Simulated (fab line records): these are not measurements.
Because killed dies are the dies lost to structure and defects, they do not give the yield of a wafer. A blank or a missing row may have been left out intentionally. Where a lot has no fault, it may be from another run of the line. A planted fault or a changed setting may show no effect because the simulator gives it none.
A struck lot beside a sound one    flow nand_harc    14 out of 1159 route steps
Sound: these wafers, L643.2, L643.5, L643.6. Struck: wafer L658.6. (L658.2, L658.5 of the same lot were not struck and are left out.) The cause comes at the end.
At each step with rows: each side's tool, then ch and its chambers, then its first start. Under that, the readings that differ: sound wafers    struck wafers    difference of the means    sigmas: that difference in standard deviations of wafers without a fault.
alike: a reading whose means differ by less than 2 such deviations, as well as words and numbers matching on both sides. not compared: withheld readings; readings where some wafer has no value; bounds like >300 that might hide an equal value; numbers whose values overlap and for which the record gives no deviation.
The two part at a step that has a row with sigmas, a row that says differs or no value, or rows on one side only. Non-overlapping numbers with no deviation appear without sigmas and do not part them. A reading missing from all wafers of one side parts the sides only when that side holds two or more wafers.

first, 2 steps without rows for these wafers: NHARC_A_SOURCE_PLATE_SRD_01; NHARC_A_SOURCE_PLATE_OXIDE_02 (material SiO2, target thk 10 nm, ox time 1362 s).
NHARC_A_SOURCE_PLATE_THK_MEAS_09: measures by ellipsometry.
  sound: film_metro-02 at day 7 10:34; struck: film_metro-02 at day 11 11:25
  alike: thk_nm
then, 3 steps without rows for these wafers: NHARC_A_SOURCE_PLATE_PVD_04 (deposits WSi2, target thk 50 nm); NHARC_A_SOURCE_PLATE_CVD_03 (deposits poly-Si, target thk 200 nm, time 4000 s); NHARC_A_SOURCE_PLATE_ANNEAL_05 (time 1800 s).
NHARC_A_SOURCE_PLATE_THK_MEAS_06: measures by ellipsometry.
  sound: film_metro-01 at day 7 23:47; struck: film_metro-02 at day 12 01:06
  alike: thk_nm
NHARC_A_SOURCE_PLATE_INSPECT_08:
  sound: defect_inspect-02 at day 7 23:51; struck: defect_inspect-02 at day 12 01:10
  alike: raw_defect_count
following that, 1 step holds no rows for these wafers, namely NHARC_A_ONON_D1_DEP_00 (target thickness 1000 nm).
NHARC_A_ONON_D1_THK_MEAS_02: measures by ellipsometry.
  sound: film_metro-01 at day 8 00:25; struck: film_metro-01 at day 12 01:44
  alike: thk_nm
NHARC_A_ONON_D1_DEP_03: target thk 1000 nm.
  sound on pecvd_onon-03 ch 0, day 8 00:32; struck on pecvd_onon-03 ch 0, day 12 01:52
NHARC_A_ONON_D1_THK_MEAS_05: measures by ellipsometry.
  sound: film_metro-01 at day 8 00:59; struck: film_metro-02 at day 12 02:19
reading      sound           struck  difference  sigmas
thk_nm (nm)  1016 1016 1017  668     -348        -35
following that, 1 step holds no rows for these wafers, namely NHARC_A_ONON_D1_DEP_06 (target thickness 1000 nm).
-- record jumps: 14 days between struck wafers' starts before vs after; left off in module A_ONON_D1, resumes in module END, first step shown is number 1159 of the route --
NHARC_END_SORT_01:
  sound on prober-02 ch 0, day 21 05:02; struck on prober-02 ch 0, day 26 10:05
reading          sound     struck  difference  sigmas
killed_at_array  23 9 16   676     +660        +60
killed_dies      26 12 17  677     +659        +60
  alike: killed_at_other, killed_at_periphery, killed_open, killed_short

## WHERE THEY PART
Earliest at NHARC_A_ONON_D1_THK_MEAS_05; latest, in this record, at NHARC_END_SORT_01.

WHY: what had been put in by the simulator
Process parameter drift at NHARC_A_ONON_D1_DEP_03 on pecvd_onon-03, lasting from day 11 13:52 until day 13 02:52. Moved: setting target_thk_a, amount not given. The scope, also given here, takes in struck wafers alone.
